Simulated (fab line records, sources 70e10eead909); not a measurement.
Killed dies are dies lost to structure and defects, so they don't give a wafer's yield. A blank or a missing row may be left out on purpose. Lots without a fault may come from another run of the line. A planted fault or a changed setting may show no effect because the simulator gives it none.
fab line records | flow nand_harc
record lots=6 wafers=18 last_day=23
route steps=1159 shown A_CONTACT@858 END@1159
lots that met no fault: from a run of the same line without faults
start_h: hours from the record's first day to the start of the lot's first wafer shown | wait_h: hours since the lot's step before | " the same as in the row above | L1.1+2: a row that stands for several wafers | - no value, or no start given | * or withheld: withheld | < > ~ a bound
route shown NAME@n: a module of which the file shows steps, and the number in the route of the first | usual: mean/standard deviation of fault-free wafers | same: alike in all rows | chamber/n: place in a boat | sites: the reading at each site | _std_site: their standard deviation | _edge_site: outer sites' mean less inner sites' | radius_mm: how far each site lies from the wafer's centre | mask NAME#n: copy n | behind: the tool/chamber that last shaped the wafer | hold: why the lot was held/for how many hours/how that ended | device: the transistor (n, p or np) that didn't switch | end of line: the same wafers' tests at the end of the route | a step without rows: its recipe alone | killed: dies lost to structure and defects at the first sort, not the wafer's yield | map: a wafer's dies, x killed, . not, _ none there
set.NAME: the setting as run; set.NAME@STEP: as run at that earlier step | model.NAME: the simulator's own value behind a step, which no gauge read
lots at some steps of the route; a table a step, a row a wafer
services: from which hour (start_h, from the record's first day; less than 0 if before it) a tool's chamber was out of use, for how many hours, and why
## steps
# step NHARC_A_CONTACT_ETCH_48
# recipe target_depth_a=390 over_etch_frac=0.3 time_s=65 ion_energy_ev=80 cf4_flow_sccm=150 ar_flow_sccm=0 rf_w=300 bias_w=100 chemistry=CF4
# step NHARC_A_CONTACT_ETCH_49
# recipe target_depth_a=2600 over_etch_frac=0.3 time_s=475.3 ion_energy_ev=200 n2_flow_sccm=150 h2_flow_sccm=150 ar_flow_sccm=0 rf_w=400 bias_w=150 chemistry=N2/H2
# step NHARC_A_CONTACT_ETCH_50
# recipe target_depth_a=847 time_s=42.4 cf4_flow_sccm=100 chf3_flow_sccm=30 ar_flow_sccm=0 rf_w=500 bias_w=200 chemistry=CF4/CHF3
# step NHARC_A_CONTACT_ETCH_51
# recipe target_depth_a=36000 over_etch_frac=0.3 time_s=936 ion_energy_ev=150 o2_flow_sccm=400 cos_flow_sccm=20 ar_flow_sccm=0 rf_w=500 bias_w=300 chemistry=O2/COS
# step NHARC_A_CONTACT_ETCH_111
# recipe source_w=withheld pressure_mtorr=20 bias_v=withheld time_s=140 target_depth_a=7000 ar_flow_sccm=withheld c4f8_flow_sccm=withheld o2_flow_sccm=withheld chemistry=C4F8/O2/Ar
# usual chamber_pressure_mTorr=19.996/0.018
# columns lot.wafer tool chamber start_h wait_h chamber_pressure_mTorr rf_hours_counter_h
L827.1 har_cap_etch-03 1 376.68 - 20.015 83
L827.6 " 0 " " 19.965 -
L827.5 " 1 " " 20.005 -
L836.2 har_cap_etch-03 0 412.24 - 19.991 88
L836.1 " 1 " " 19.963 88
L836.5 " 0 " " 20.015 -
L832.2 har_cap_etch-01 1 417.88 - 20.022 63
L832.1 " 0 " " 20.020 63
L832.3 " 1 " " 20.003 -
L840.1 har_cap_etch-03 1 452.12 - 20.005 97
L840.3 " 0 " " 19.999 -
L840.6 " 0 " " 19.986 -
L841.2 har_cap_etch-03 1 463.80 - 19.995 98
L841.5 " 1 " " 20.000 -
L841.6 " 0 " " 20.029 -
L846.1 har_cap_etch-01 0 478.31 - 20.001 76
L846.2 " 1 " " 19.995 76
L846.3 " 1 " " 19.987 -
# step NHARC_A_CONTACT_ETCH_112
# recipe source_w=withheld pressure_mtorr=20 bias_v=3000 time_s=94 target_depth_a=9220 ar_flow_sccm=withheld c4f8_flow_sccm=withheld o2_flow_sccm=withheld chemistry=C4F8/O2/Ar
# usual chamber_pressure_mTorr=19.999/0.016
# columns lot.wafer tool chamber start_h wait_h chamber_pressure_mTorr rf_hours_counter_h
L827.1 har_cap_etch-03 1 376.86 0.1 20.021 83
L827.6 " 0 " " 19.989 -
L827.5 " 1 " " 20.018 -
L836.2 har_cap_etch-03 0 412.44 0.2 19.994 88
L836.1 " 1 " " 19.988 88
L836.5 " 0 " " 20.019 -
L832.2 har_cap_etch-01 1 418.08 0.2 20.026 63
L832.1 " 0 " " 20.012 63
L832.3 " 1 " " 19.998 -
L840.1 har_cap_etch-03 1 452.30 0.1 19.984 97
L840.3 " 0 " " 20.025 -
L840.6 " 0 " " 20.010 -
L841.2 har_cap_etch-03 1 464.00 0.2 20.008 99
L841.5 " 1 " " 20.001 -
L841.6 " 0 " " 20.000 -
L846.1 har_cap_etch-01 0 478.58 0.2 20.011 76
L846.2 " 1 " " 20.018 76
L846.3 " 1 " " 19.990 -
# step NHARC_A_CONTACT_ETCH_113
# recipe source_w=withheld pressure_mtorr=20 bias_v=3000 time_s=94 target_depth_a=9220 ar_flow_sccm=withheld c4f8_flow_sccm=withheld o2_flow_sccm=withheld chemistry=C4F8/O2/Ar
# step NHARC_A_CONTACT_ETCH_114
# recipe source_w=withheld pressure_mtorr=20 bias_v=3000 time_s=94 target_depth_a=9220 ar_flow_sccm=withheld c4f8_flow_sccm=withheld o2_flow_sccm=withheld chemistry=C4F8/O2/Ar
# step NHARC_A_CONTACT_ETCH_115
# recipe source_w=withheld pressure_mtorr=20 bias_v=3000 time_s=94 target_depth_a=9220 ar_flow_sccm=withheld c4f8_flow_sccm=withheld o2_flow_sccm=withheld chemistry=C4F8/O2/Ar
# step NHARC_A_CONTACT_ETCH_116
# recipe source_w=withheld pressure_mtorr=20 bias_v=3000 time_s=94 target_depth_a=9220 ar_flow_sccm=withheld c4f8_flow_sccm=withheld o2_flow_sccm=withheld chemistry=C4F8/O2/Ar
# usual chamber_pressure_mTorr=20.001/0.021
# columns lot.wafer tool chamber start_h wait_h chamber_pressure_mTorr rf_hours_counter_h
L827.1 har_cap_etch-03 1 377.23 0.1 19.963 83
L827.6 " 0 " " 20.021 -
L827.5 " 1 " " 19.996 -
L836.2 har_cap_etch-03 0 412.80 0.1 20.010 88
L836.1 " 1 " " 19.966 88
L836.5 " 0 " " 20.008 -
L832.2 har_cap_etch-01 1 418.44 0.1 20.024 64
L832.1 " 0 " " 19.997 64
L832.3 " 1 " " 20.014 -
L840.1 har_cap_etch-03 1 452.66 0.1 20.019 97
L840.3 " 0 " " 20.035 -
L840.6 " 0 " " 20.000 -
L841.2 har_cap_etch-03 1 464.36 0.1 19.992 99
L841.5 " 1 " " 19.995 -
L841.6 " 0 " " 19.999 -
L846.1 har_cap_etch-01 0 479.06 0.1 20.017 76
L846.2 " 1 " " 20.006 76
L846.3 " 1 " " 20.007 -
# step NHARC_A_CONTACT_ETCH_117
# recipe source_w=withheld pressure_mtorr=20 bias_v=3000 time_s=94 target_depth_a=9220 ar_flow_sccm=withheld c4f8_flow_sccm=withheld o2_flow_sccm=withheld chemistry=C4F8/O2/Ar
# step NHARC_A_CONTACT_ETCH_118
# recipe source_w=withheld pressure_mtorr=20 bias_v=3000 time_s=94 target_depth_a=9220 ar_flow_sccm=withheld c4f8_flow_sccm=withheld o2_flow_sccm=withheld chemistry=C4F8/O2/Ar
# step NHARC_A_CONTACT_ETCH_119
# recipe source_w=withheld pressure_mtorr=20 bias_v=3000 time_s=94 target_depth_a=9220 ar_flow_sccm=withheld c4f8_flow_sccm=withheld o2_flow_sccm=withheld chemistry=C4F8/O2/Ar
# usual chamber_pressure_mTorr=20.000/0.019
# columns lot.wafer tool chamber start_h wait_h chamber_pressure_mTorr rf_hours_counter_h
L827.1 har_cap_etch-03 1 377.50 0.1 20.004 84
L827.6 " 0 " " 20.019 -
L827.5 " 1 " " 19.998 -
L836.2 har_cap_etch-03 0 413.07 0.1 20.016 89
L836.1 " 1 " " 19.989 89
L836.5 " 0 " " 20.034 -
L832.2 har_cap_etch-01 1 418.71 0.1 19.984 64
L832.1 " 0 " " 20.004 64
L832.3 " 1 " " 20.003 -
L840.1 har_cap_etch-03 1 452.94 0.1 20.013 97
L840.3 " 0 " " 20.016 -
L840.6 " 0 " " 20.026 -
L841.2 har_cap_etch-03 1 464.63 0.1 19.982 99
L841.5 " 1 " " 19.983 -
L841.6 " 0 " " 20.017 -
L846.1 har_cap_etch-01 0 479.43 0.1 20.009 76
L846.2 " 1 " " 20.008 76
L846.3 " 1 " " 20.006 -
# step NHARC_A_CONTACT_ETCH_120
# recipe source_w=withheld pressure_mtorr=20 bias_v=3000 time_s=94 target_depth_a=9220 ar_flow_sccm=withheld c4f8_flow_sccm=withheld o2_flow_sccm=withheld chemistry=C4F8/O2/Ar
# step NHARC_A_CONTACT_ETCH_121
# recipe source_w=withheld pressure_mtorr=20 bias_v=3000 time_s=94 target_depth_a=9220 ar_flow_sccm=withheld c4f8_flow_sccm=withheld o2_flow_sccm=withheld chemistry=C4F8/O2/Ar
# step NHARC_A_CONTACT_ETCH_122
# recipe source_w=withheld pressure_mtorr=20 bias_v=3000 time_s=95 target_depth_a=9300 ar_flow_sccm=withheld c4f8_flow_sccm=withheld o2_flow_sccm=withheld chemistry=C4F8/O2/Ar
# step NHARC_A_CONTACT_ETCH_123
# recipe source_w=withheld pressure_mtorr=20 bias_v=400 time_s=253 target_depth_a=10900 ar_flow_sccm=withheld c4f8_flow_sccm=11.5 o2_flow_sccm=7.2 chemistry=C4F8/O2/Ar
# step NHARC_A_CONTACT_ETCH_90
# recipe target_depth_a=400 over_etch_frac=0.5 time_s=85.7 ion_energy_ev=120 ch3f_flow_sccm=50 o2_flow_sccm=30 ar_flow_sccm=200 rf_w=500 bias_w=100 chemistry=CH3F/O2
# step NHARC_A_CONTACT_ETCH_96
# recipe target_depth_a=200 over_etch_frac=0.5 time_s=10 ion_energy_ev=250 c4f6_flow_sccm=25 o2_flow_sccm=20 ar_flow_sccm=500 rf_w=600 bias_w=500 chemistry=C4F6/O2
# usual bias_w=500.0/1.5 chamber_pressure_mTorr=29.998/0.028 drypump_motor_current_A=5.9/0.63 oes_product_au=0.967/0.03 rf_vpp_V=546/3.4 showerhead_plenum_p_Torr=3.90/0.17 throttle_valve_pct=26.904/0.0094
# columns lot.wafer tool chamber start_h wait_h bias_w chamber_pressure_mTorr drypump_motor_current_A oes_product_au rf_hours_counter_h rf_vpp_V showerhead_plenum_p_Torr throttle_valve_pct
L827.1 rie_diel-11 0 - - 500.3 29.966 5.9 0.984 0 551 4.14 26.902
L827.5 " 0 " " 500.7 30.010 5.9 0.986 - 552 4.14 26.901
L827.6 " 1 " " 498.9 30.028 6.6 1.002 - 546 3.95 26.896
L836.2 rie_diel-11 2 - - 500.2 29.979 4.8 0.974 7 545 3.81 26.901
L836.1 " 0 " " 500.9 30.021 6.0 0.982 7 550 4.13 26.900
L836.5 " 2 " " 499.6 30.038 4.8 0.976 - 544 3.81 26.906
L832.2 rie_diel-11 2 - - 499.1 29.979 4.8 0.924 8 544 3.81 26.913
L832.1 " 3 " " 501.2 30.022 6.3 0.965 8 546 3.83 26.898
L832.3 " 1 " " 500.0 29.942 6.6 0.961 8 548 3.94 26.901
L840.3 rie_diel-11 1 - - 502.5 30.034 6.7 0.949 17 548 3.94 26.906
L840.1 " 2 " " 499.7 29.991 4.8 0.917 16 545 3.80 26.883
L840.6 " 2 " " 498.0 29.998 4.8 0.913 - 543 3.80 26.921
L841.2 rie_diel-11 2 - - 497.7 30.026 4.8 0.924 18 544 3.80 26.896
L841.5 " 2 " " 501.5 29.984 4.8 0.922 - 546 3.80 26.903
L841.6 " 3 " " 501.0 30.025 6.3 0.950 - 545 3.83 26.928
L846.3 rie_diel-11 1 - - 500.5 29.962 6.6 0.993 23 547 3.93 26.906
L846.2 " 3 " " 498.5 30.028 6.3 1.013 21 547 3.82 26.901
L846.1 " 0 " " 501.5 29.998 5.9 0.985 22 551 4.12 26.897
# step NHARC_A_CONTACT_CD_MEAS_53
# usual cd_nm=190.0/0.72
# columns lot.wafer tool chamber start_h wait_h cd_nm
L827.1 cd_sem-01 - 378.68 - 189.7
L827.5 " - " " 189.7
L827.6 " - " " 190.5
L836.1 cd_sem-02 - 414.26 - 189.6
L836.2 " - " " 190.6
L836.5 " - " " 190.0
L832.1 cd_sem-01 - 419.91 - 191.3
L832.2 " - " " 190.3
L832.3 " - " " 189.8
L840.1 cd_sem-03 - 454.10 - 190.3
L840.3 " - " " 190.5
L840.6 " - " " 190.3
L841.2 cd_sem-02 - 465.81 - 189.7
L841.5 " - " " 189.7
L841.6 " - " " 190.4
L846.1 cd_sem-03 - 480.84 - 189.5
L846.2 " - " " 189.9
L846.3 " - " " 189.5
# step NHARC_A_CONTACT_STRIP_99
# recipe n2_flow_sccm=150 h2_flow_sccm=150 ar_flow_sccm=0 bias_w=0 chemistry=N2/H2
# step NHARC_A_CONTACT_STRIP_100
# recipe cf4_flow_sccm=100 chf3_flow_sccm=30 ar_flow_sccm=0 bias_w=0 chemistry=CF4/CHF3
# step NHARC_A_CONTACT_STRIP_101
# recipe o2_flow_sccm=400 cos_flow_sccm=20 ar_flow_sccm=0 bias_w=0 chemistry=O2/COS
# step NHARC_A_CONTACT_ETCH_102
# recipe target_depth_a=700 overetch_a=70 time_s=38.5 ion_energy_ev=100 cf4_flow_sccm=80 o2_flow_sccm=20 ar_flow_sccm=0 rf_w=300 bias_w=100 chemistry=CF4/O2
# step NHARC_A_CONTACT_STRIP_55
# recipe o2_flow_sccm=500 ar_flow_sccm=0 bias_w=0 chemistry=O2
# step NHARC_A_CONTACT_STRIP_56
# recipe time_s=600 temp_c=30 chemistry=post_etch_residue_remover
# step NHARC_A_CONTACT_DEP_57
# recipe target_thk_a=28000 temp_c=400 material=aC
# step NHARC_A_CONTACT_DEP_58
# recipe target_thk_a=600 target_thk_nm=60 temp_c=400 pressure_torr=3.5 flow_sccm=200 rf_w=350 material=SiON
# usual heater_power_w=762/69
# columns lot.wafer tool chamber start_h wait_h heater_power_w since_wet_clean_h
L827.1 pecvd-03 1 381.89 1.4 862 77
L827.5 " 1 " " 839 -
L827.6 " 2 " " 843 -
L836.1 pecvd-03 1 419.97 1.5 870 115
L836.2 " 2 " " 823 115
L836.5 " 0 " " 792 -
L832.2 pecvd-04 1 425.92 1.4 759 37
L832.1 " 2 " " 725 37
L832.3 " 1 " " 726 -
L840.1 pecvd-01 2 457.20 1.7 642 26
L840.3 " 0 " " 695 26
L840.6 " 1 " " 801 -
L841.2 pecvd-04 1 470.94 1.2 666 82
L841.5 " 2 " " 682 -
L841.6 " 0 " " 604 -
L846.2 pecvd-04 2 484.50 1.2 698 95
L846.1 " 0 " " 733 95
L846.3 " 1 " " 811 95
# step NHARC_A_CONTACT_DEHYDRATE_59
# recipe temp_c=150 time_s=120
# step NHARC_A_CONTACT_HMDS_60
# recipe time_s=30
# step NHARC_A_CONTACT_COAT_61
# recipe temp_c=260 time_s=75
# step NHARC_A_CONTACT_COAT_62
# recipe temp_c=225 time_s=65
# step NHARC_A_CONTACT_COAT_63
# recipe spin_rpm=1500 resist_thk_nm=90
# step NHARC_A_CONTACT_SOFTBAKE_64
# recipe temp_c=105 time_s=55
# step NHARC_A_CONTACT_EBR_65
# step NHARC_A_CONTACT_EXPOSE_66
# recipe na=1.35 sigma_outer=0.8 dose_mj=59.02 mask_id=A_CC_2
# step NHARC_A_CONTACT_PEB_67
# recipe peb_temp_c=100 peb_time_s=65
# step NHARC_A_CONTACT_DEVELOP_68
# recipe develop_time_s=35 dev_temp_c=23
# step NHARC_A_CONTACT_CD_MEAS_69
# recipe target_cd_nm=200 landing_energy_ev=500
# usual cd_nm=200.1/0.67
# same landing_energy_ev=500
# columns lot.wafer tool chamber start_h wait_h cd_nm
L827.1 cd_sem-03 0 382.62 - 199.6
L827.5 " 0 " " 200.3
L827.6 " 0 " " 199.5
L836.1 cd_sem-03 0 420.68 - 201.0
L836.2 " 0 " " 201.0
L836.5 " 0 " " 199.4
L832.1 cd_sem-02 0 426.73 - 200.7
L832.2 " 0 " " 199.4
L832.3 " 0 " " 200.6
L840.1 cd_sem-01 0 457.92 - 200.0
L840.3 " 0 " " 199.6
L840.6 " 0 " " 200.1
L841.2 cd_sem-02 0 471.67 - 199.7
L841.5 " 0 " " 200.1
L841.6 " 0 " " 199.6
L846.1 cd_sem-01 0 485.21 - 199.0
L846.2 " 0 " " 200.6
L846.3 " 0 " " 200.3
# step NHARC_A_CONTACT_OVL_MEAS_70
# usual overlay_x_nm=-0.2/0.92 overlay_y_nm=0.1/0.84
# columns lot.wafer tool chamber start_h wait_h overlay_x_nm overlay_y_nm
L827.1 overlay-02 - 382.70 - 0.1 -0.3
L827.5 " - " " 0.2 0.2
L827.6 " - " " 0.1 -0.1
L836.1 overlay-02 - 420.77 - 1.2 1.6
L836.2 " - " " 1.0 1.5
L836.5 " - " " 1.4 1.1
L832.1 overlay-01 - 426.82 - 0.4 -0.4
L832.2 " - " " 1.0 0.0
L832.3 " - " " 1.0 0.2
L840.1 overlay-01 - 458.01 - -1.3 0.2
L840.3 " - " " -1.1 0.0
L840.6 " - " " -1.1 0.1
L841.2 overlay-01 - 471.75 - 0.5 -0.1
L841.5 " - " " 0.1 0.2
L841.6 " - " " -0.1 -0.1
L846.1 overlay-02 - 485.30 - -0.4 1.3
L846.2 " - " " 0.0 1.4
L846.3 " - " " -0.6 0.6
# step NHARC_A_CONTACT_DESCUM_74
# recipe time_s=3 o2_flow_sccm=200 ar_flow_sccm=0 bias_power_w=0 chemistry=O2
# step NHARC_END_SORT_01
# recipe temp_c=25
# usual killed_at_array=26/9.7 killed_at_other=1.0/1.2 killed_at_periphery=3.9/2.6 killed_dies=31/9.7 killed_open=3.2/1.8 killed_short=2.0/1.3
# same gross_dies=677
# columns lot.wafer tool chamber start_h wait_h killed_at_array killed_at_other killed_at_periphery killed_dies killed_open killed_short
L840.1 prober-02 0 515.36 2.5 116 0 1 117 3 1
L840.3 prober-02 0 516.93 3.1 115 0 3 118 4 0
L840.6 prober-02 0 519.30 3.9 117 0 1 118 6 3
L841.2 prober-01 0 550.71 2.8 126 0 0 126 2 1
L841.5 prober-01 0 553.09 3.7 128 0 0 128 1 3
L841.6 prober-01 0 553.88 4.0 108 0 4 112 4 2
# killed by level:class
L840.1 A_CONTACT:unspecified=91 A_CHANNEL_HOLE_D1:chamber_film_flake=15 A_CONTACT:chamber_film_flake=4 A_STAIRCASE:chamber_film_flake=2 A_ONON_D1:geometric_particle:short=1 A_ONON_D1:geometric_particle:open=1 A_CHANNEL_FILL_D1:geometric_particle:open=1 A_CONTACT:geometric_particle:open=1
L840.3 A_CONTACT:unspecified=88 A_CHANNEL_HOLE_D1:chamber_film_flake=19 P_ZERO_WELL:chamber_film_flake=2 A_STAIRCASE:chamber_film_flake=2 P_GATE:geometric_particle:open=1 A_CHANNEL_HOLE_D1:geometric_particle:open=1 A_CONTACT:geometric_particle:open=1 A_BLC:geometric_particle:open=1
L840.6 A_CONTACT:unspecified=87 A_CHANNEL_HOLE_D1:chamber_film_flake=18 A_CHANNEL_FILL_D1:geometric_particle:open=2 A_WL_FILL:geometric_particle:open=2 A_CONTACT:chamber_film_flake=2 A_SOURCE_PLATE:geometric_particle:short=1 A_ONON_D1:geometric_particle:open=1 A_CHANNEL_HOLE_D1:geometric_particle:short=1
L841.2 A_CONTACT:unspecified=88 A_SLIT:chamber_film_flake=18 A_CHANNEL_HOLE_D1:chamber_film_flake=16 A_M0:geometric_particle:open=2 A_WL_FILL:geometric_particle:short=1 A_CONTACT:chamber_film_flake=1
L841.5 A_CONTACT:unspecified=85 A_CHANNEL_HOLE_D1:chamber_film_flake=21 A_SLIT:chamber_film_flake=9 A_CONTACT:chamber_film_flake=5 A_STAIRCASE:chamber_film_flake=3 A_CHANNEL_FILL_D1:geometric_particle:short=2 A_CHANNEL_HOLE_D1:geometric_particle:short=1 A_CHANNEL_FILL_D1:geometric_particle:open=1
L841.6 A_CONTACT:unspecified=87 A_CHANNEL_HOLE_D1:chamber_film_flake=10 A_CONTACT:chamber_film_flake=4 A_SLIT:chamber_film_flake=2 P_CONTACT:geometric_particle:open=1 P_M0:geometric_particle:open=1 P_M1:geometric_particle:open=1 A_CONTACT:geometric_particle:short=1
# map L840.3 (x killed, . not)
____________.____________
_________......._________
_______..........._______
______.............______
_____..............._____
____.................____
____.x...............____
___...................___
___...................___
__...................x.__
__...............xxxxx.__
_..................x.xxx_
_.................xxxxxx_
_...............xxxxxxxx_
_..............xxxxxxxxx_
_...............xxxxxxxx_
...............xxxxxxxx..
...............xxxxxxxxxx
................xxxxxxxxx
.................xxxxxx..
.................xxxxx...
_................xxxxx.._
_....x......x....x.xx.x._
_..............x.x.x.x.._
_...........xx..x......x_
_...x.........xx.x......_
__..........x.xxx......__
__...........xxxx......__
___...........xx..x...___
___...........x.......___
____.................____
____......x..........____
_____...........x..._____
______.............______
_______..x........_______
_________......._________
____________.____________
# map L841.5 (x killed, . not)
____________.____________
_________......._________
_______..........._______
______.............______
_____..............._____
____.................____
____.................____
___......x............___
___.x.................___
__.....................__
__.....................__
_......................._
_......x.x.............._
_...........x..........._
_......................._
_.......xxxx............_
.........xxxx............
.......xxxxxxxx.xx.......
x.....x.xxxxxx.x.........
x......xxxxxxx..x.x......
......xxxxxxxxx.x........
_......xxxxxxxx........._
_......xxxxxxxxx........_
_......xxxxxxxx.x......._
_.....xxxxxxxxx.x....x.._
_.....xxxxxxxxxxx......._
__......xxxx.xxx....x..__
__.......x.x.x..x......__
___......x....x..x....___
___............x.x....___
____...........x.....____
____.......x..xx.....____
_____......x........_____
______.....x.......______
_______...xx.xx..._______
_________......._________
____________x____________
## services
# columns tool chamber start_h hours kind
rie_diel-11 0 356.30 4.6 repair
rie_diel-11 - 366.64 9.0 pm
rie_diel-11 0 366.64 9.0 vent_cycle
rie_diel-11 1 366.64 9.0 vent_cycle
rie_diel-11 2 366.64 9.0 vent_cycle
rie_diel-11 3 366.64 9.0 vent_cycle
rie_diel-11 0 375.64 - clean
rie_diel-11 1 375.64 - clean
rie_diel-11 2 375.64 - clean
rie_diel-11 3 375.64 - clean
pecvd-04 - 376.11 13.0 pm
pecvd-03 2 376.65 4.3 repair
rie_diel-11 0 400.14 - clean
rie_diel-11 1 400.14 - clean
rie_diel-11 2 400.14 - clean
rie_diel-11 3 400.14 - clean
pecvd-04 0 416.91 15.0 repair
pecvd-01 - 418.20 13.0 pm
rie_diel-11 0 424.78 - clean
rie_diel-11 1 424.78 - clean
rie_diel-11 2 424.78 - clean
rie_diel-11 3 424.78 - clean
rie_diel-11 - 432.78 0.4 repair
pecvd-03 - 473.23 13.0 pm
## key
first_sign step=NHARC_END_SORT_01 reading=killed_at_array direction=up sigmas=9.6 usual=26 struck=118
effect step=NHARC_END_SORT_01 reading=killed_dies direction=up sigmas=9.2 usual=31 struck=120
more_kills_born_at NHARC_A_CONTACT_ETCH_119@har_cap_etch-03=513
met_at NHARC_A_CONTACT_ETCH_119
struck_wafers L840.1,L840.3,L840.6,L841.2,L841.5,L841.6
tester_left_out L840,L841
onset_between 413.07 452.94
also_fits NHARC_A_CONTACT_ETCH_111:har_cap_etch-03,NHARC_A_CONTACT_ETCH_112:har_cap_etch-03,NHARC_A_CONTACT_ETCH_116:har_cap_etch-03
fault kind=chamber_particle_source tool=har_cap_etch-03 chamber=- onset_h=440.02 steps=NHARC_A_CONTACT_ETCH_119 rate_per_visit_cm2=1.0514 end_h=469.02
# tester_left_out: of these lots the tester's yield and bins aren't shown, on N5 and GAA mostly nor the transistor test; their killed dies are dies lost to structure and defects alone, not to doping, threshold or leakage, so they don't give the yield
